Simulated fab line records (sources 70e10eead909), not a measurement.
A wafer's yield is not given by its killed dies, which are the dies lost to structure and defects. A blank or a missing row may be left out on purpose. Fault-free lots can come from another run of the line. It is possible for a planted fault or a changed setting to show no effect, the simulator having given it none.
Matching of chambers -- flow nand harc -- pecvd-01 running NHARC_A_STAIRCASE_DEP_322: 3 sister chambers
The step deposits SiO2, target thk 7200 nm. 6 wafers are shown with their chamber, then 12 later ones without.

== EACH WAFER AND ITS CHAMBER ==
wafer,chamber,heater power w (W),susceptor temp C (C)
L083.3,0,711,400.03
L087.4,1,589,399.72
L087.6,2,617,400.29
L091.2,2,741,399.93
L091.3,0,675,400.01
L091.6,1,582,400.32

== WAFERS WITHOUT THEIR CHAMBER ==
wafer,heater power w (W),susceptor temp C (C)
L090.1,677,400.21
L090.5,579,400.31
L090.6,584,400.09
L094.1,763,399.94
L094.2,703,400.00
L094.4,603,400.23
L095.2,669,400.08
L095.3,606,400.38
L095.6,560,400.17
L096.2,741,400.17
L096.4,628,399.88
L096.5,570,400.03

== THE CHAMBER EACH PASSED THROUGH ==
wafer,from the rows above,in truth
L090.1,can't be placed: 2 or 0 or 1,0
L090.5,can't be placed: 1 or 2 or 0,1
L090.6,can't be placed: 1 or 2 or 0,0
L094.1,can't be placed: 0 or 2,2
L094.2,can't be placed: 0 or 2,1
L094.4,can't be placed: 1 or 2 or 0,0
L095.2,can't be placed: 2 or 0 or 1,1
L095.3,can't be placed: 1 or 2 or 0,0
L095.6,can't be placed: 1 or 2 or 0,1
L096.2,can't be placed: 0 or 2 or 1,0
L096.4,can't be placed: 1 or 2 or 0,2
L096.5,can't be placed: 1 or 2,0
Correct placement for 0 of the 12. Unplaceable from these rows: 12, with the true chamber sitting among the candidates in 10. 0 placed wrongly.
How it was worked out, from the rows above alone: a wafer's distance from a chamber is the root of the sum, over the readings, of the square of ((its reading less the chamber's mean) divided by the reading's scatter). If the next closest chamber is less than 2 further off than the closest, the wafer can't be placed; otherwise it belongs to the closest. A chamber's mean is the mean of its shown wafers. The scatter is the square root of a quotient: the sum, over the shown wafers, of each reading's squared deviation from its chamber's mean, divided by wafers minus chambers.
